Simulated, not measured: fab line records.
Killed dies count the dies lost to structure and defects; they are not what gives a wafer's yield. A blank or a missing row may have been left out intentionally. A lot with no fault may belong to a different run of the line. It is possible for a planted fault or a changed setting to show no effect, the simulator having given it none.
Matching of chambers    flow n5-finfet    4 sister chambers for N5_BEOL_M6_STRIP_19 on rie-diel-04
The step strips in O2. 4 wafers are shown with their chamber, then 12 later ones without.

## WAFERS, EACH WITH ITS CHAMBER
wafer   chamber  drypump-motor-current-A (A)
L084.3  0        5.8
L085.3  3        5.1
L085.4  2        6.1
L085.5  1        6.3

## WAFERS MISSING THEIR CHAMBER
wafer   drypump-motor-current-A (A)
L086.3  5.1
L086.5  6.3
L086.6  5.7
L089.3  6.3
L089.5  5.1
L089.6  5.7
L088.1  6.3
L088.2  5.8
L088.4  5.1
L092.1  6.1
L092.2  5.8
L092.4  5.1

## WHICH CHAMBER EACH WENT THROUGH
wafer   from the rows above  in truth
L086.3  3                    3
L086.5  1                    1
L086.6  0                    0
L089.3  1                    1
L089.5  3                    3
L089.6  0                    0
L088.1  1                    1
L088.2  0                    0
L088.4  3                    3
L092.1  2                    2
L092.2  0                    0
L092.4  3                    3
12 of 12 placed correctly. Number that these rows cannot place: 0. 0 placed wrongly.
How it was worked out, from the rows above alone: a wafer's distance from a chamber is the root of the sum, over the readings, of the square of ((its reading less the chamber's mean) divided by the reading's scatter). The wafer belongs to the nearest chamber; if the next one is less than 2 further off, it can't be placed. For every chamber, the mean is computed from those of its wafers that are shown. The scatter (one wafer shown for each chamber): square how far every hidden wafer sits from the nearest shown wafer, average those squares and take the square root.
